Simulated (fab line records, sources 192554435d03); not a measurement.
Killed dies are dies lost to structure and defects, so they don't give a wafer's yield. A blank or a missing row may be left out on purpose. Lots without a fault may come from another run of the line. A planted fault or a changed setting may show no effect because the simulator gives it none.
Chamber matching | flow n5_finfet | N5_BEOL_M3_ALD_98 on ald_sin-04: 4 sister chambers
The step deposits SiO2, target thk 2.5 nm, pulse time 1 s, co reactant pulse time 1 s. 7 wafers are shown with their chamber, then 9 later ones without.

WAFERS WITH THEIR CHAMBER
wafer  | chamber | heater_power_w (W) | precursor_pulse_height_rel
L080.1 | 0       | 73                 | 1.000
L080.3 | 1       | 73                 | 0.989
L085.2 | 3       | 85                 | 1.000
L085.4 | 1       | 74                 | 0.998
L086.2 | 2       | 73                 | 0.996
L086.3 | 3       | 86                 | 0.981
L086.6 | 2       | 70                 | 1.018

WAFERS WITHOUT THEIR CHAMBER
wafer  | heater_power_w (W) | precursor_pulse_height_rel
L088.1 | 83                 | 0.993
L088.5 | 86                 | 1.024
L088.6 | 71                 | 0.998
L090.1 | 84                 | 1.009
L090.3 | 75                 | 1.029
L090.5 | 70                 | 0.948
L095.2 | 85                 | 0.949
L095.5 | 74                 | 0.987
L095.6 | 70                 | 0.997

WHICH CHAMBER EACH WENT THROUGH
wafer  | from the rows above          | in truth
L088.1 | 3                            | 3
L088.5 | 3                            | 3
L088.6 | can't be placed: 2 or 0 or 1 | 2
L090.1 | 3                            | 3
L090.3 | can't be placed: 0 or 1 or 2 | 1
L090.5 | can't be placed: 1 or 0 or 2 | 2
L095.2 | 3                            | 3
L095.5 | can't be placed: 1 or 0 or 2 | 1
L095.6 | can't be placed: 2 or 0 or 1 | 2
Placed correctly: 4 of 9. Can't be placed from these rows: 5 (the true chamber is among the candidates in 5). Placed wrongly: 0.
How it was worked out, from the rows above alone: a wafer's distance from a chamber is the root of the sum, over the readings, of the square of ((its reading less the chamber's mean) divided by the reading's scatter). The wafer belongs to the nearest chamber; if the next one is less than 2 further off, it can't be placed. A chamber's mean is the mean of its shown wafers. The scatter: the root of (the sum of the squares of (reading less its chamber's mean) over the shown wafers, divided by (wafers less chambers)).
